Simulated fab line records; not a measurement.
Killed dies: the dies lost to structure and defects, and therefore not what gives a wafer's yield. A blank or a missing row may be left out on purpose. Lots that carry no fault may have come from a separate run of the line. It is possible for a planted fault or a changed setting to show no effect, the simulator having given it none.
Chamber matching + flow nand harc + 4 sister chambers for NHARC_A_CONTACT_ETCH_106 on rie diel-10
The step etches the open film in CF4/O2, target depth 60 nm, overetch 6 nm, time 33 s. 27 wafers are shown with their chamber, then 12 later ones without.

## WAFERS PAIRED WITH THEIR CHAMBERS
| wafer  | chamber | drypump motor current A (A) | oes product au (a.u.) | rf vpp V (V) |
|--------|---------|-----------------------------|-----------------------|--------------|
| L075.1 | 1       | 6.7                         | 1.023                 | 196.3        |
| L075.2 | 3       | 5.5                         | 0.992                 | 195.6        |
| L075.3 | 0       | 5.3                         | 1.006                 | 199.5        |
| L076.2 | 2       | 5.3                         | 1.009                 | 196.2        |
| L076.3 | 1       | 6.8                         | 1.030                 | 196.6        |
| L076.6 | 2       | 5.3                         | 1.012                 | 194.8        |
| L077.1 | 1       | 6.7                         | 1.023                 | 197.7        |
| L077.2 | 2       | 5.3                         | 1.015                 | 194.3        |
| L077.3 | 0       | 5.3                         | 1.015                 | 199.3        |
| L078.1 | 1       | 6.7                         | 1.012                 | 198.3        |
| L078.4 | 2       | 5.3                         | 1.011                 | 195.2        |
| L078.6 | 3       | 5.5                         | 0.994                 | 197.0        |
| L082.2 | 2       | 5.3                         | 1.002                 | 196.7        |
| L082.5 | 1       | 6.7                         | 1.009                 | 198.7        |
| L082.6 | 2       | 5.3                         | 1.000                 | 197.0        |
| L080.1 | 2       | 5.3                         | 1.020                 | 195.1        |
| L080.4 | 0       | 5.3                         | 1.028                 | 198.5        |
| L080.5 | 1       | 6.7                         | 1.021                 | 196.9        |
| L087.1 | 0       | 5.3                         | 1.017                 | 199.4        |
| L087.5 | 0       | 5.3                         | 1.013                 | 197.5        |
| L087.6 | 1       | 6.7                         | 1.016                 | 197.6        |
| L083.4 | 1       | 6.8                         | 1.025                 | 197.7        |
| L083.5 | 0       | 5.2                         | 1.017                 | 198.0        |
| L083.6 | 3       | 5.5                         | 1.000                 | 196.0        |
| L090.4 | 3       | 5.5                         | 0.990                 | 196.3        |
| L090.5 | 2       | 5.3                         | 1.021                 | 195.9        |
| L090.6 | 1       | 6.7                         | 1.022                 | 196.6        |

SIGNATURES, as means of the wafers listed above
| reading                 | chamber 0 | chamber 1 | chamber 2 | chamber 3 | scatter within a chamber |
|-------------------------|-----------|-----------|-----------|-----------|--------------------------|
| drypump motor current A | 5.283     | 6.722     | 5.300     | 5.500     | 0.0322                   |
| oes product au          | 1.01600   | 1.02011   | 1.01125   | 0.99400   | 0.0068                   |
| rf vpp V                | 198.700   | 197.378   | 195.650   | 196.225   | 0.842                    |
Rule: for a wafer and a chamber, the distance is found by dividing, reading by reading, the gap between the wafer's reading and the chamber's mean by the reading's scatter, squaring, summing and taking the root. The wafer belongs to the nearest chamber; if the next one is less than 2 further off, it can't be placed. The scatter: the root of (the sum of the squares of (reading less its chamber's mean) over the shown wafers, divided by (wafers less chambers)).

## WAFERS WITH NO CHAMBER GIVEN
| wafer  | drypump motor current A (A) | oes product au (a.u.) | rf vpp V (V) |
|--------|-----------------------------|-----------------------|--------------|
| L092.4 | 5.3                         | 1.012                 | 198.2        |
| L092.5 | 5.3                         | 1.016                 | 196.5        |
| L092.6 | 5.5                         | 0.990                 | 195.8        |
| L093.1 | 5.3                         | 1.021                 | 198.1        |
| L093.2 | 5.3                         | 1.028                 | 195.7        |
| L093.3 | 6.7                         | 1.004                 | 197.6        |
| L094.1 | 5.3                         | 1.024                 | 194.9        |
| L094.2 | 5.3                         | 1.013                 | 198.8        |
| L094.3 | 6.7                         | 1.021                 | 196.3        |
| L096.1 | 5.3                         | 1.012                 | 196.0        |
| L096.4 | 5.3                         | 1.023                 | 199.0        |
| L096.6 | 6.8                         | 1.009                 | 196.9        |

## EACH ONE'S CHAMBER
| wafer  | from the rows above     | in truth |
|--------|-------------------------|----------|
| L092.4 | 0                       | 0        |
| L092.5 | can't be placed: 2 or 0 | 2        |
| L092.6 | 3                       | 3        |
| L093.1 | 0                       | 0        |
| L093.2 | can't be placed: 2 or 0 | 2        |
| L093.3 | 1                       | 1        |
| L094.1 | 2                       | 2        |
| L094.2 | 0                       | 0        |
| L094.3 | 1                       | 1        |
| L096.1 | 2                       | 2        |
| L096.4 | 0                       | 0        |
| L096.6 | 1                       | 1        |
Placed correctly: 10 of 12. Not placeable from these rows: 2 (in 2, the candidates include the true chamber). Placed wrongly: 0.
